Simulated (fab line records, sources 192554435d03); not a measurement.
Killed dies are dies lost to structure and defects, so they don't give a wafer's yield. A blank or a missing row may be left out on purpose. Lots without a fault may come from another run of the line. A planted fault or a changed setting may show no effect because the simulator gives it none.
A struck lot beside a sound one | flow n5_finfet | 15 steps out of a route of 1938
Sound: wafers L387.2, L387.3, L387.4. Struck: wafers L391.2, L391.3, L391.5. The cause comes at the end.
At each step with rows: each side's tool, then ch and its chambers, then its first start. Under that, the readings that differ: sound wafers | struck wafers | difference of the means | sigmas: that difference in standard deviations of wafers without a fault.
alike: readings whose means differ by less than 2 such deviations, and words and numbers that are the same on both sides. not compared: withheld readings, readings that some wafer has no value for, bounds like >300 that may hide the same value, and numbers for which the record gives no deviation and whose values overlap.
The two part at a step that has a row with sigmas, a row that says differs or no value, or rows on one side only. Numbers that don't overlap but have no deviation are shown without sigmas and don't part them. A reading that every wafer of one side lacks parts them only if that side has two wafers or more.

first, 9 steps without rows for these wafers: N5_BEOL_M1_COAT_76 (time 60 s, resist thk 5 nm); N5_BEOL_M1_COAT_22 (resist thk 30 nm); N5_BEOL_M1_EBR_24; N5_BEOL_M1_SOFTBAKE_23 (time 60 s); N5_BEOL_M1_EXPOSE_25 (exposes mask V0, defocus 5 nm, target cd 24 nm); N5_BEOL_M1_PEB_26 (peb time 60 s); N5_BEOL_M1_DEVELOP_27 (develop time 30 s); N5_BEOL_M1_DESCUM_33 (chemistry O2, time 7 s); N5_BEOL_M1_ETCH_77 (etches underlayer in N2/H2, target depth 6.5 nm, time 5.2 s).
N5_BEOL_M1_ETCH_69: etches SiARC in CF4, target depth 15.6 nm, time 26 s.
  sound on rie_diel-01 ch 0,1,3, day 7 23:58; struck on rie_diel-01 ch 0,1,3, day 9 00:28
  no value came back on the struck wafers for any of 9 readings (bias_w (W), cf4_flow_sccm (sccm) and others); on the sound wafers bias_w (W) reads 36.21 36.07 36.07
  reading                                      | sound        | struck         | difference | sigmas
  model.CAR-EUV_of_BEOL_M1_COAT_22.thk_nm (nm) | 11 11.2 11.2 | 20.4 20.4 20.4 | +9.3       |
then, 1 step without rows for these wafers: N5_BEOL_M1_ALD_98 (deposits SiO2, target thk 2.5 nm, pulse time 1 s, co reactant pulse time 1 s).
N5_BEOL_M1_ETCHBACK_99: etches SiO2 in CHF3, target depth 5 nm, time 10.4 s.
  sound on rie_diel-01 ch 0,1,3, day 8 03:34; struck on rie_diel-06 ch 1,2, day 9 00:43
  reading                                      | sound          | struck         | difference | sigmas
  oes_product_au (a.u.)                        | 0.80 0.83 0.72 | 0.27 0.32 0.27 | -0.50      | -8
  model.CAR-EUV_of_BEOL_M1_COAT_22.thk_nm (nm) | 10.4 10.4 10.4 | 19.6 19.6 19.6 | +9.2       |
  alike: drypump_motor_current_A, rf_vpp_V, showerhead_plenum_p_Torr, throttle_valve_pct
  not compared: rf_hours_counter_h
N5_BEOL_M1_ETCH_70: etches SOC in N2/H2, target depth 80 nm, overetch 16 nm, time 120 s.
  sound on rie_diel-01 ch 0,1,3, day 8 03:36; struck on rie_diel-06 ch 1,2, day 9 00:46
  reading               | sound          | struck         | difference | sigmas
  oes_product_au (a.u.) | 0.59 0.63 0.55 | 0.27 0.32 0.27 | -0.30      | -7
  alike: bias_w, chamber_pressure_mTorr, drypump_motor_current_A, rf_vpp_V, showerhead_plenum_p_Torr, throttle_valve_pct
  not compared: rf_hours_counter_h
N5_BEOL_M4_RC_MEAS_101:
  the record has rows for the sound wafers here (prober-02 ch 0, day 10 04:34) and none for the struck ones
-- the record jumps here: 7 days lie between the struck wafers' starts before and after (it left off in module BEOL_M4 and takes up again in module PASSIVATION, whose first step shown is number 1936 of the route) --
N5_PASSIVATION_PROBE_49:
  the record has rows for the struck wafers here (prober-02, day 15 16:52) and none for the sound ones

WHERE THEY PART
First at N5_BEOL_M1_ETCH_69; last, within this record, at N5_PASSIVATION_PROBE_49.

WHY: what the simulator had put in
Skipped step whole: rie_diel-01, from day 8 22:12 on, at N5_BEOL_M1_ETCH_69. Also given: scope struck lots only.
